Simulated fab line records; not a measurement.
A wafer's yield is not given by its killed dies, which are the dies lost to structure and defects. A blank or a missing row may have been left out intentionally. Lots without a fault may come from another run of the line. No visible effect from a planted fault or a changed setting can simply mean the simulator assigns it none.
Matching of chambers -- flow n5Finfet -- N5_FIN_SAQP_MANDREL1_REMOVE_56 on rieSi-01: 4 sister chambers
The step chemistry HBr/Cl2/O2, target a-Si, stops on SiNx, bt time 10 s. 20 wafers are shown with their chamber, then 10 later ones without.

WAFERS WITH THEIR CHAMBER
wafer,chamber,drypumpMotorCurrentA (A),oesProductAu (a.u.)
L080.1,2,5.5,0.973
L080.4,0,6.3,1.012
L080.5,3,4.7,0.990
L081.1,2,5.5,0.981
L081.2,1,5.6,0.965
L081.6,3,4.7,0.989
L082.1,0,6.2,1.022
L082.3,1,5.6,0.979
L082.4,2,5.5,0.975
L084.1,3,4.7,0.993
L084.2,1,5.6,0.977
L084.5,2,5.5,0.972
L087.2,2,5.5,0.973
L087.4,3,4.7,0.980
L087.6,1,5.6,0.967
L091.3,2,5.5,0.968
L091.4,0,6.2,1.003
L091.6,0,6.2,1.008
L092.2,3,4.7,0.992
L092.3,1,5.6,0.981

SIGNATURES (averages over the wafers above)
reading,chamber 0,chamber 1,chamber 2,chamber 3,scatter within a chamber
drypumpMotorCurrentA,6.225,5.600,5.500,4.700,0.0217
oesProductAu,1.01125,0.97380,0.97367,0.98880,0.00615
Rule: a wafer lies at a distance from a chamber equal to the root of the sum of squares, over the readings, of (its reading less the chamber's mean, divided by the reading's scatter). The wafer belongs to the nearest chamber; if the next one is less than 2 further off, it can't be placed. How the scatter is found: for the shown wafers, subtract from each reading the mean of its chamber, square and add these, divide the total by (wafers less chambers), then take the root.

WAFERS WITHOUT THEIR CHAMBER
wafer,drypumpMotorCurrentA (A),oesProductAu (a.u.)
L092.5,5.6,0.973
L093.2,6.2,1.029
L093.5,4.7,0.995
L093.6,5.5,0.971
L094.2,4.7,1.001
L094.4,6.2,1.023
L094.5,6.2,1.024
L095.1,4.7,0.985
L095.2,5.5,0.963
L095.3,6.3,1.018

EACH ONE'S CHAMBER
wafer,from the rows above,in truth
L092.5,1,1
L093.2,0,0
L093.5,3,3
L093.6,2,2
L094.2,3,3
L094.4,0,0
L094.5,0,0
L095.1,3,3
L095.2,2,2
L095.3,0,0
Placed correctly: 10 of 10. Number that these rows cannot place: 0. Placed wrongly: 0.
